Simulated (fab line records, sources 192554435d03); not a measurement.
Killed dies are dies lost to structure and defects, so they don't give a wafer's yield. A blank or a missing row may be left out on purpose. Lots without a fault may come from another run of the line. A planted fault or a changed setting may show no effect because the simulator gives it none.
fab line records | flow n5_finfet | part 1 of 2: steps 1 to 13 of 24
record lots=5 wafers=15 last_day=15
route steps=1938 shown MOL_CONTACT_COAG@577
lots that met no fault: from a run of the same line without faults
start_h: hours from the record's first day to the start of the lot's first wafer shown | wait_h: hours since the lot's step before | " the same as in the row above | L1.1+2: a row that stands for several wafers | - no value, or no start given | * or withheld: withheld | < > ~ a bound
route shown NAME@n: a module of which the file shows steps, and the number in the route of the first | usual: mean/standard deviation of fault-free wafers | same: alike in all rows | chamber/n: place in a boat | sites: the reading at each site | _std_site: their standard deviation | _edge_site: outer sites' mean less inner sites' | radius_mm: how far each site lies from the wafer's centre | mask NAME#n: copy n | behind: the tool/chamber that last shaped the wafer | hold: why the lot was held/for how many hours/how that ended | device: the transistor (n, p or np) that didn't switch | end of line: the same wafers' tests at the end of the route | a step without rows: its recipe alone | killed: dies lost to structure and defects at the first sort, not the wafer's yield | map: a wafer's dies, x killed, . not, _ none there
set.NAME: the setting as run; set.NAME@STEP: as run at that earlier step | model.NAME: the simulator's own value behind a step, which no gauge read
lots at some steps of the route; a table a step, a row a wafer
services: from which hour (start_h, from the record's first day; less than 0 if before it) a tool's chamber was out of use, for how many hours, and why
## steps
# step N5_MOL_CONTACT_COAG_ETCH_89
# recipe chemistry=N2/H2 target=underlayer target_depth_a=130 mask_material=CAR-EUV time_s=10.4 ion_energy_ev=200 pressure_mtorr=30 source_w=840 bias_w=150 n2_flow_sccm=200 h2_flow_sccm=200 ends=cleared
# usual bias_w=150.1/0.43 drypump_motor_current_A=5.8/0.42 etch_rf_on_time_s=10.6/0.32 n2_flow_sccm=200.0/0.55 oes_product_au=0.62/0.04 rf_vpp_V=523.6/2.6 showerhead_plenum_p_Torr=2.54/0.098 throttle_valve_pct=17.99/0.24
# columns lot.wafer tool chamber start_h wait_h bias_w drypump_motor_current_A etch_rf_on_time_s n2_flow_sccm oes_product_au rf_hours_counter_h rf_vpp_V showerhead_plenum_p_Torr throttle_valve_pct
L077.1 rie_diel-05 1 116.60 0.0 150.1 6.5 11.3 200.0 0.57 211 520.3 2.40 18.01
L077.4 " 3 " " 149.7 6.1 10.5 200.9 0.66 143 524.7 2.54 17.82
L077.5 " 1 " " 149.7 6.5 11.1 199.9 0.58 - 519.4 2.40 18.03
L078.3 rie_diel-05 2 122.54 0.0 150.7 5.5 10.3 199.8 0.64 177 525.7 2.65 17.82
L078.4 " 2 " " 150.0 5.5 10.3 199.6 0.64 - 527.1 2.65 17.84
L078.5 " 1 " " 150.8 6.5 11.0 199.9 0.58 - 519.5 2.40 18.04
L079.2 rie_diel-02 2 126.47 0.0 150.0 6.4 10.1 200.6 0.74 51 526.9 2.70 17.78
L079.3 " 1 " " 150.1 5.8 11.0 200.1 0.61 184 526.6 2.65 18.07
L079.6 " 1 " " 150.0 5.8 10.9 200.5 0.61 - 526.5 2.65 18.06
L081.1 rie_diel-05 2 145.45 0.0 149.9 5.5 10.3 199.6 0.63 184 525.5 2.65 17.83
L081.2 " 0 " " 150.8 5.6 10.9 200.5 0.60 194 524.5 2.54 18.27
L081.4 " 1 " " 150.7 6.5 11.0 198.9 0.57 221 519.4 2.39 18.05
L082.1 rie_diel-05 3 150.45 0.0 150.1 6.1 10.2 199.7 0.66 150 523.9 2.53 17.84
L082.2 " 1 " " 150.3 6.5 10.9 200.1 0.57 222 521.1 2.39 18.04
L082.4 " 0 " " 150.1 5.6 10.8 200.8 0.60 196 522.6 2.54 18.29
# step N5_MOL_CONTACT_COAG_ETCH_90
# recipe chemistry=CF4 target=SiARC target_depth_a=130 mask_material=CAR-EUV time_s=21.7 ion_energy_ev=80 pressure_mtorr=40 source_w=545 bias_w=36 Ar_flow_sccm=100 cf4_flow_sccm=100 ends=cleared
# usual bias_w=36.01/0.11 drypump_motor_current_A=5.8/0.42 etch_rf_on_time_s=22.2/0.71 oes_product_au=0.62/0.04 rf_vpp_V=184.1/1.2 showerhead_plenum_p_Torr=2.13/0.071 throttle_valve_pct=15.73/0.22
# columns lot.wafer tool chamber start_h wait_h bias_w drypump_motor_current_A etch_rf_on_time_s oes_product_au rf_hours_counter_h rf_vpp_V showerhead_plenum_p_Torr throttle_valve_pct
L077.1 rie_diel-05 1 116.62 0.0 35.99 6.5 23.2 0.57 211 182.7 2.04 15.82
L077.4 " 3 " " 36.11 6.1 21.9 0.65 143 183.2 2.15 15.69
L077.5 " 1 " " 36.03 6.5 23.3 0.58 - 181.9 2.04 15.80
L078.3 rie_diel-05 2 122.56 0.0 36.10 5.5 22.0 0.63 177 185.6 2.21 15.45
L078.4 " 2 " " 36.34 5.5 21.7 0.63 - 186.0 2.21 15.45
L078.5 " 1 " " 36.08 6.5 23.4 0.58 - 182.3 2.04 15.82
L079.2 rie_diel-02 2 126.49 0.0 35.93 6.4 21.3 0.74 51 185.0 2.27 15.51
L079.3 " 1 " " 36.02 5.8 22.7 0.61 184 184.3 2.21 15.76
L079.6 " 1 " " 36.11 5.8 22.8 0.61 - 185.1 2.21 15.76
L081.1 rie_diel-05 2 145.47 0.0 35.86 5.5 21.8 0.63 184 185.3 2.21 15.44
L081.2 " 0 " " 36.03 5.6 22.9 0.60 194 184.8 2.12 15.99
L081.4 " 1 " " 36.10 6.5 23.1 0.57 221 182.7 2.04 15.84
L082.1 rie_diel-05 3 150.47 0.0 36.00 6.1 21.4 0.65 150 183.2 2.14 15.72
L082.2 " 1 " " 35.98 6.5 23.1 0.57 222 182.3 2.03 15.84
L082.4 " 0 " " 36.07 5.6 22.9 0.60 196 184.7 2.12 15.98
# step N5_MOL_CONTACT_COAG_ALD_131
# recipe material=SiO2 target_thk_a=50 temp_c=100 ald_precursor_family=BDEAS ald_co_reactant=O2-plasma pulse_time_s=1 co_reactant_pulse_time_s=1 purge_time_s=2 co_reactant_purge_time_s=2 ald_cycles=35 pressure_torr=2
# usual heater_power_w=81/5.9 precursor_pulse_height_rel=1.003/0.021
# columns lot.wafer tool chamber start_h wait_h heater_power_w precursor_pulse_height_rel since_wet_clean_h
L077.1 ald_sin-01 2 116.70 0.1 74 0.998 109
L077.4 " 3 " " 92 0.990 109
L077.5 " 2 " " 74 0.989 -
L078.3 ald_sin-01 3 122.67 0.1 95 1.021 115
L078.4 " 1 " " 84 0.987 115
L078.5 " 3 " " 92 0.978 -
L079.2 ald_sin-03 2 126.57 0.1 74 1.022 27
L079.3 " 0 " " 69 0.968 27
L079.6 " 3 " " 83 1.042 -
L081.1 ald_sin-02 3 145.55 0.1 79 0.975 333
L081.2 " 1 " " 86 1.030 333
L081.4 " 2 " " 83 0.975 333
L082.1 ald_sin-02 1 150.55 0.1 85 1.030 338
L082.2 " 2 " " 84 0.992 338
L082.4 " 0 " " 82 1.019 338
# step N5_MOL_CONTACT_COAG_ETCHBACK_132
# recipe chemistry=CHF3 target=SiO2 target_depth_a=100 time_s=6.7 ion_energy_ev=200 pressure_mtorr=30 source_w=610 bias_w=170 Ar_flow_sccm=200 CHF3_flow_sccm=50
# usual bias_w=170.0/0.48 drypump_motor_current_A=5.8/0.43 oes_product_au=0.73/0.051 rf_vpp_V=527/9 showerhead_plenum_p_Torr=2.38/0.081 throttle_valve_pct=18.81/0.25
# columns lot.wafer tool chamber start_h wait_h bias_w drypump_motor_current_A oes_product_au rf_hours_counter_h rf_vpp_V showerhead_plenum_p_Torr throttle_valve_pct
L077.1 rie_diel-05 0 116.90 0.1 169.4 5.6 0.71 185 540 2.36 19.07
L077.4 " 3 " " 169.6 6.1 0.77 143 526 2.38 18.79
L077.5 " 0 " " 169.7 5.6 0.72 - 539 2.36 19.06
L078.3 rie_diel-02 2 122.85 0.1 170.5 6.4 0.87 50 539 2.52 18.59
L078.4 " 3 " " 171.1 4.9 0.73 197 541 2.35 18.68
L078.5 " 3 " " 170.8 4.9 0.73 - 541 2.35 18.68
L079.2 rie_diel-04 3 126.75 0.1 170.6 5.7 0.70 193 526 2.46 19.11
L079.3 " 1 " " 169.1 5.3 0.71 197 528 2.48 19.13
L079.6 " 0 " " 169.9 5.6 0.81 - 507 2.31 18.33
L081.1 rie_diel-02 1 145.73 0.1 170.0 5.8 0.71 190 520 2.45 18.85
L081.2 " 2 " " 170.5 6.4 0.85 56 536 2.52 18.61
L081.4 " 3 " " 169.1 4.9 0.72 203 543 2.35 18.67
L082.1 rie_diel-04 2 150.83 0.2 169.9 6.0 0.75 179 517 2.28 18.63
L082.2 " 1 " " 171.0 5.3 0.71 204 529 2.47 19.16
L082.4 " 0 " " 169.3 5.6 0.80 72 508 2.31 18.33
# step N5_MOL_CONTACT_COAG_ETCH_91
# recipe chemistry=N2/H2 target=SOC target_depth_a=600 overetch_a=210 mask_material=SiARC temp_c=40 time_s=101.2 ion_energy_ev=200 pressure_mtorr=30 source_w=840 bias_w=150 n2_flow_sccm=200 h2_flow_sccm=200
# usual bias_w=149.9/0.52 drypump_motor_current_A=5.8/0.43 n2_flow_sccm=200.0/0.6 oes_product_au=0.62/0.037 rf_vpp_V=523.9/2.8 showerhead_plenum_p_Torr=2.54/0.1 temp_c=40.01/0.11 throttle_valve_pct=17.94/0.26
# columns lot.wafer tool chamber start_h wait_h bias_w drypump_motor_current_A n2_flow_sccm oes_product_au rf_hours_counter_h rf_vpp_V showerhead_plenum_p_Torr temp_c throttle_valve_pct
L077.1 rie_diel-05 0 116.94 0.0 150.3 5.6 199.4 0.61 185 522.1 2.55 39.95 18.24
L077.4 " 3 " " 150.7 6.1 199.8 0.64 143 523.8 2.54 39.98 17.81
L077.5 " 0 " " 149.9 5.6 199.9 0.61 - 521.6 2.55 40.00 18.25
L078.3 rie_diel-02 2 122.89 0.0 149.5 6.4 200.8 0.71 50 527.5 2.71 39.89 17.73
L078.4 " 3 " " 150.1 4.9 200.0 0.60 197 524.1 2.54 40.08 17.94
L078.5 " 3 " " 150.1 4.9 200.5 0.60 - 524.7 2.54 40.03 17.94
L079.2 rie_diel-04 3 126.78 0.0 150.4 5.7 200.0 0.60 193 526.4 2.65 39.80 18.24
L079.3 " 1 " " 149.4 5.3 200.0 0.61 197 525.5 2.64 39.98 18.15
L079.6 " 0 " " 149.5 5.6 200.4 0.68 - 522.9 2.45 40.16 17.28
L081.1 rie_diel-02 1 145.76 0.0 151.2 5.8 199.1 0.61 190 526.3 2.64 40.33 18.05
L081.2 " 2 " " 149.3 6.4 199.8 0.71 56 527.5 2.70 39.96 17.73
L081.4 " 3 " " 150.1 4.9 200.1 0.59 203 523.6 2.53 39.83 17.95
L082.1 rie_diel-04 2 150.86 0.0 150.4 6.1 199.6 0.62 179 520.0 2.44 40.14 17.85
L082.2 " 1 " " 150.3 5.3 199.3 0.61 204 527.6 2.64 39.82 18.17
L082.4 " 0 " " 149.6 5.6 200.4 0.67 72 523.1 2.45 39.98 17.29
# step N5_MOL_CONTACT_COAG_STRIP_92
# recipe chemistry=N2/H2 temp_c=40 n2_flow_sccm=200 h2_flow_sccm=200 rf_frequency_hz=6e+07
# columns lot.wafer tool chamber start_h wait_h
L077.1+4+5 rie_diel-05 0,3,0 117.01 0.0
L078.3+4+5 rie_diel-02 2,3,3 122.96 0.0
L079.2+3+6 rie_diel-04 3,1,0 126.85 0.0
L081.1+2+4 rie_diel-02 1,2,3 145.83 0.0
L082.1+2+4 rie_diel-04 2,1,0 150.93 0.0
# step N5_MOL_CONTACT_COAG_STRIP_93
# recipe chemistry=N2/H2 temp_c=40 n2_flow_sccm=200 h2_flow_sccm=200 rf_frequency_hz=6e+07
# columns lot.wafer tool chamber start_h wait_h
L077.1+4+5 rie_diel-05 0,3,0 117.02 0.0
L078.3+4+5 rie_diel-02 2,3,3 122.97 0.0
L079.2+3+6 rie_diel-04 3,1,0 126.86 0.0
L081.1+2+4 rie_diel-02 1,2,3 145.84 0.0
L082.1+2+4 rie_diel-04 2,1,0 150.94 0.0
# step N5_MOL_CONTACT_COAG_ETCHBACK_135
# recipe chemistry=CHF3 target=SiO2 target_depth_a=250 time_s=16.7 ion_energy_ev=200 pressure_mtorr=30 source_w=610 bias_w=170 Ar_flow_sccm=200 CHF3_flow_sccm=50
# usual bias_w=170.0/0.5 drypump_motor_current_A=5.8/0.44 oes_product_au=0.73/0.051 rf_vpp_V=527/9.1 showerhead_plenum_p_Torr=2.38/0.081 throttle_valve_pct=18.81/0.25
# columns lot.wafer tool chamber start_h wait_h bias_w drypump_motor_current_A oes_product_au rf_hours_counter_h rf_vpp_V showerhead_plenum_p_Torr throttle_valve_pct
L077.1 rie_diel-05 0 117.03 0.0 170.7 5.6 0.70 185 541 2.36 19.06
L077.4 " 3 " " 170.4 6.1 0.76 143 527 2.38 18.79
L077.5 " 0 " " 170.3 5.6 0.70 - 538 2.36 19.08
L078.3 rie_diel-02 2 122.98 0.0 170.4 6.4 0.86 50 540 2.52 18.62
L078.4 " 3 " " 170.2 4.9 0.72 197 539 2.35 18.69
L078.5 " 3 " " 170.0 4.9 0.72 - 539 2.35 18.69
L079.2 rie_diel-04 3 126.87 0.0 169.8 5.7 0.71 193 526 2.46 19.08
L079.3 " 1 " " 170.5 5.3 0.71 197 529 2.48 19.15
L079.6 " 0 " " 170.2 5.6 0.81 - 506 2.31 18.31
L081.1 rie_diel-02 1 145.85 0.0 169.5 5.8 0.72 190 521 2.45 18.87
L081.2 " 2 " " 169.0 6.4 0.86 56 538 2.52 18.62
L081.4 " 3 " " 170.3 4.9 0.72 203 541 2.35 18.69
L082.1 rie_diel-04 2 150.95 0.0 170.1 6.0 0.75 179 515 2.28 18.63
L082.2 " 1 " " 169.4 5.3 0.72 204 528 2.47 19.16
L082.4 " 0 " " 170.0 5.6 0.81 72 509 2.31 18.33
# step N5_MOL_CONTACT_COAG_STRIP_118
# recipe chemistry=CHF3 resist=SiARC rf_frequency_hz=6e+07
# columns lot.wafer tool chamber start_h wait_h
L077.1+4+5 rie_diel-05 0,3,0 117.05 0.0
L078.3+4+5 rie_diel-02 2,3,3 123.00 0.0
L079.2+3+6 rie_diel-04 3,1,0 126.90 0.0
L081.1+2+4 rie_diel-02 1,2,3 145.87 0.0
L082.1+2+4 rie_diel-04 2,1,0 150.97 0.0
# step N5_MOL_CONTACT_COAG_VIA_ETCH_46
# recipe chemistry=C4F6/O2 target_depth_a=460 overetch_a=92 mask_material=SOC target=SiO2 bias_w=455 pressure_mtorr=10 time_s=40 source_w=325 Ar_flow_sccm=300 C4F6_flow_sccm=10 O2_flow_sccm=10 ion_energy_ev=575.3 ends=end_point
# usual bias_w=455.4/1.2 drypump_motor_current_A=5.8/0.43 oes_product_au=0.66/0.039 rf_vpp_V=1597/26 showerhead_plenum_p_Torr=2.84/0.098 throttle_valve_pct=41.0/0.35
# columns lot.wafer tool chamber start_h wait_h bias_w drypump_motor_current_A oes_product_au rf_hours_counter_h rf_vpp_V showerhead_plenum_p_Torr throttle_valve_pct
L077.1 rie_diel-05 0 117.06 0.0 454.8 5.6 0.64 185 1631 2.82 41.4
L077.4 " 3 " " 458.3 6.1 0.70 143 1595 2.84 41.0
L077.5 " 0 " " 455.2 5.6 0.65 - 1632 2.82 41.4
L078.3 rie_diel-02 2 123.01 0.0 452.8 6.4 0.76 50 1626 3.01 40.9
L078.4 " 3 " " 455.7 4.9 0.65 197 1629 2.80 40.4
L078.5 " 3 " " 455.3 4.9 0.65 - 1631 2.80 40.4
L079.2 rie_diel-04 3 126.91 0.0 454.6 5.8 0.64 193 1591 2.94 40.7
L079.3 " 1 " " 454.4 5.3 0.67 197 1601 2.96 41.3
L079.6 " 0 " " 456.1 5.6 0.74 - 1541 2.76 40.5
L081.1 rie_diel-02 1 145.88 0.0 457.4 5.8 0.65 190 1582 2.92 40.9
L081.2 " 2 " " 454.0 6.4 0.76 56 1629 3.01 40.9
L081.4 " 3 " " 455.2 4.9 0.64 203 1629 2.80 40.4
L082.1 rie_diel-04 2 150.98 0.0 457.8 6.1 0.66 179 1563 2.73 41.3
L082.2 " 1 " " 455.5 5.3 0.66 204 1601 2.95 41.3
L082.4 " 0 " " 454.5 5.6 0.73 72 1540 2.75 40.5
# step N5_MOL_CONTACT_COAG_STRIP_96
# recipe chemistry=N2/H2 power_w=500 temp_c=40 pressure_mtorr=50 rf_frequency_hz=6e+07 overash_fraction=0.3 bias_power_w=28 h2_frac=0.5 n2_flow_sccm=300 h2_flow_sccm=300
# usual bias_power_w=28.01/0.082 drypump_motor_current_A=5.8/0.44 n2_flow_sccm=299.9/0.91 oes_product_au=0.73/0.048 rf_vpp_V=121.9/1.2 showerhead_plenum_p_Torr=3.36/0.13 temp_c=40.01/0.099 throttle_valve_pct=19.00/0.28
# same overash_fraction=0.3
# columns lot.wafer tool chamber start_h wait_h bias_power_w drypump_motor_current_A n2_flow_sccm oes_product_au rf_hours_counter_h rf_vpp_V showerhead_plenum_p_Torr temp_c throttle_valve_pct
L077.1 rie_diel-05 0 117.13 0.0 27.93 5.6 298.1 0.70 185 121.0 3.36 40.03 19.14
L077.4 " 3 " " 28.03 6.1 298.7 0.77 143 121.3 3.35 39.82 18.70
L077.5 " 0 " " 28.00 5.6 298.8 0.70 - 122.9 3.36 40.06 19.12
L078.3 rie_diel-02 2 123.08 0.0 27.97 6.4 298.6 0.84 50 123.2 3.57 40.12 18.80
L078.4 " 3 " " 28.03 4.9 300.1 0.73 197 122.2 3.35 40.05 18.99
L078.5 " 3 " " 27.82 4.9 299.8 0.73 - 120.5 3.35 40.00 18.98
L079.2 rie_diel-04 3 126.97 0.0 27.86 5.8 297.7 0.71 193 122.8 3.49 40.16 19.29
L079.3 " 1 " " 28.07 5.3 301.1 0.72 197 124.5 3.48 40.00 19.16
L079.6 " 0 " " 28.10 5.6 300.3 0.81 - 120.3 3.24 40.11 18.23
L081.1 rie_diel-02 1 145.95 0.0 28.10 5.8 300.1 0.73 190 122.4 3.49 40.02 19.06
L081.2 " 2 " " 28.00 6.4 301.0 0.85 56 122.0 3.56 39.97 18.81
L081.4 " 3 " " 28.10 4.9 299.8 0.73 203 120.0 3.35 39.94 19.00
L082.1 rie_diel-04 2 151.05 0.0 28.07 6.1 300.6 0.75 179 121.8 3.23 39.92 19.05
L082.2 " 1 " " 27.99 5.3 300.0 0.71 204 120.4 3.48 39.89 19.16
L082.4 " 0 " " 28.03 5.6 300.5 0.82 72 121.0 3.24 40.08 18.26
# step N5_MOL_CONTACT_COAG_ETCH_47
# recipe chemistry=CH3F/O2 target=SiNx target_depth_a=270 mask_material=SiO2 stop_on=W over_etch_frac=0.2 ion_energy_ev=120 endpoint=OES-CN pressure_mtorr=30 source_w=395 bias_w=73 Ar_flow_sccm=150 CH3F_flow_sccm=30 O2_flow_sccm=20 ends=end_point
# usual bias_w=73.01/0.24 drypump_motor_current_A=5.8/0.43 etch_rf_on_time_s=31.7/0.82 oes_product_au=0.65/0.044 rf_vpp_V=299/5.2 showerhead_plenum_p_Torr=2.00/0.073 throttle_valve_pct=16.45/0.25
# columns lot.wafer tool chamber start_h wait_h bias_w drypump_motor_current_A etch_rf_on_time_s oes_product_au rf_hours_counter_h rf_vpp_V showerhead_plenum_p_Torr throttle_valve_pct
L077.1 rie_diel-05 0 117.17 0.0 72.89 5.6 32.9 0.64 185 307 1.99 16.71
L077.4 " 3 " " 72.68 6.1 31.6 0.68 143 300 2.00 16.40
L077.5 " 0 " " 73.05 5.6 32.7 0.63 - 307 1.99 16.71
L078.3 rie_diel-02 2 123.12 0.0 73.22 6.4 30.6 0.77 50 305 2.12 16.23
L078.4 " 3 " " 72.95 4.9 30.4 0.65 197 306 1.97 16.33
L078.5 " 3 " " 72.69 4.9 30.4 0.65 - 306 1.97 16.33
L079.2 rie_diel-04 3 127.01 0.0 73.11 5.7 31.6 0.64 193 298 2.07 16.73
L079.3 " 1 " " 73.05 5.3 32.1 0.64 197 299 2.08 16.77
L079.6 " 0 " " 72.54 5.6 31.7 0.72 - 289 1.94 15.94
L081.1 rie_diel-02 1 145.99 0.0 73.29 5.8 32.9 0.64 190 295 2.06 16.49
L081.2 " 2 " " 73.08 6.4 30.4 0.77 56 305 2.12 16.24
L081.4 " 3 " " 73.04 4.9 30.8 0.64 203 307 1.97 16.33
L082.1 rie_diel-04 2 151.09 0.0 72.94 6.0 31.3 0.66 179 293 1.91 16.28
L082.2 " 1 " " 73.01 5.3 32.1 0.64 204 299 2.08 16.78
L082.4 " 0 " " 72.91 5.6 31.4 0.73 72 288 1.94 15.96
# step N5_MOL_CONTACT_COAG_STRIP_119
# recipe chemistry=N2/H2 time_s=30 power_w=1000 temp_c=250 pressure_mtorr=withheld n2_flow_sccm=1750 h2_flow_sccm=3250
# usual drypump_motor_current_A=5.84/0.23 heater_power_w=333/25 n2_flow_sccm=1749/5.6 temp_c=250.02/0.16
# columns lot.wafer tool chamber start_h wait_h drypump_motor_current_A heater_power_w n2_flow_sccm rf_hours_counter_h temp_c
L077.1 plasma_asher-01 0 117.25 0.1 5.90 334 1751 92 250.03
L077.4 " 0 " " 5.90 318 1757 - 250.18
L077.5 " 0 " " 5.88 327 1761 - 250.04
L078.3 plasma_asher-01 1 123.22 0.1 5.64 322 1750 - 250.03
L078.4 " 0 " " 5.87 328 1749 - 250.16
L078.5 " 1 " " 5.65 315 1760 - 249.92
L079.2 plasma_asher-01 1 127.09 0.1 5.65 316 1753 93 250.27
L079.3 " 1 " " 5.66 310 1761 - 250.27
L079.6 " 0 " " 5.87 328 1748 - 250.03
L081.1 plasma_asher-02 1 146.07 0.1 5.72 379 1744 53 250.14
L081.2 " 0 " " 6.25 332 1735 53 250.12
L081.4 " 0 " " 6.25 323 1738 - 250.38
L082.1 plasma_asher-01 1 151.17 0.1 5.64 310 1750 96 249.79
L082.2 " 0 " " 5.84 327 1746 96 249.98
L082.4 " 1 " " 5.65 312 1753 - 249.87
